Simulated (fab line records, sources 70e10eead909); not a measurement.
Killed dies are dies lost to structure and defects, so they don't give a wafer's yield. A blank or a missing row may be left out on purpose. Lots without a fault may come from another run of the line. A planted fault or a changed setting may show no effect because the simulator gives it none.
A struck lot beside a sound one | flow nand_harc | 15 steps out of a route of 1302
Sound: wafers L604.1, L604.4, L604.5. Struck: wafers L608.1, L608.3, L608.4. The cause comes at the end.
At each step with rows: each side's tool, then ch and its chambers, then its first start. Under that, the readings that differ: sound wafers | struck wafers | difference of the means | sigmas: that difference in standard deviations of wafers without a fault.
alike: readings whose means differ by less than 2 such deviations, and words and numbers that are the same on both sides. not compared: withheld readings, readings that some wafer has no value for, bounds like >300 that may hide the same value, and numbers for which the record gives no deviation and whose values overlap.
The two part at a step that has a row with sigmas, a row that says differs or no value, or rows on one side only. Numbers that don't overlap but have no deviation are shown without sigmas and don't part them. A reading that every wafer of one side lacks parts them only if that side has two wafers or more.

first, 4 steps without rows for these wafers: NHARC_A_DECK1_JOINT_CURE_26 (time 32 s); NHARC_A_DECK1_JOINT_ANNEAL_27 (time 3600 s); NHARC_A_DECK1_JOINT_ANNEAL_28 (time 1800 s); NHARC_A_DECK1_JOINT_ANNEAL_29 (time 1800 s).
NHARC_A_DECK1_JOINT_CMP_02: polishes SiOx.
  sound on cmp-02 ch 0,1,2, day 14 01:59; struck on cmp-03 ch 1,2,3, day 15 12:26
  alike: motor_current_A
then, 1 step without rows for these wafers: NHARC_A_DECK1_JOINT_SRD_15.
NHARC_A_DECK1_JOINT_DEP_16: deposits SiO2, target thk 45 nm.
  sound on pecvd-04 ch 1,2, day 14 02:21; struck on pecvd-04 ch 0,1, day 15 12:50
  reading                | sound          | struck         | difference | sigmas
  throttle_valve_pct (%) | 15.2 16.1 15.1 | 16.3 16.3 16.4 | +0.9       | +2
  alike: heater_power_w
  not compared: since_wet_clean_h
NHARC_A_DECK1_JOINT_THK_MEAS_17: measures by ellipsometry.
  sound on film_metro-01, day 14 02:37; struck on film_metro-01, day 15 13:07
  alike: thk_nm
NHARC_A_DECK1_JOINT_INSPECT_05:
  sound on defect_inspect-01, day 14 02:38; struck on defect_inspect-02, day 15 13:09
  alike: raw_defect_count
then, 1 step without rows for these wafers: NHARC_A_ONON_D2_DEP_00 (target thk 1000 nm).
NHARC_A_ONON_D2_THK_MEAS_02: measures by ellipsometry.
  sound on film_metro-02, day 14 03:13; struck on film_metro-01, day 15 13:43
  reading     | sound          | struck      | difference | sigmas
  thk_nm (nm) | 1009 1010 1010 | 986 986 985 | -24        | -3
NHARC_A_ONON_D2_DEP_03: target thk 1000 nm.
  sound on pecvd_onon-01 ch 0, day 14 03:16; struck on pecvd_onon-02 ch 0, day 15 13:47
NHARC_A_ONON_D2_THK_MEAS_05: measures by ellipsometry.
  sound on film_metro-01, day 14 03:47; struck on film_metro-02, day 15 14:17
  reading     | sound          | struck      | difference | sigmas
  thk_nm (nm) | 1015 1017 1017 | 685 687 686 | -330       | -36
then, 1 step without rows for these wafers: NHARC_A_ONON_D2_DEP_06 (target thk 1000 nm).
-- the record jumps here: 12 days lie between the struck wafers' starts before and after (it left off in module A_ONON_D2 and takes up again in module END, whose first step shown is number 1302 of the route) --
NHARC_END_SORT_01:
  the record has rows for the struck wafers here (prober-01 ch 0, day 27 16:25) and none for the sound ones

WHERE THEY PART
First at NHARC_A_DECK1_JOINT_DEP_16; last, within this record, at NHARC_END_SORT_01.

WHY: what the simulator had put in
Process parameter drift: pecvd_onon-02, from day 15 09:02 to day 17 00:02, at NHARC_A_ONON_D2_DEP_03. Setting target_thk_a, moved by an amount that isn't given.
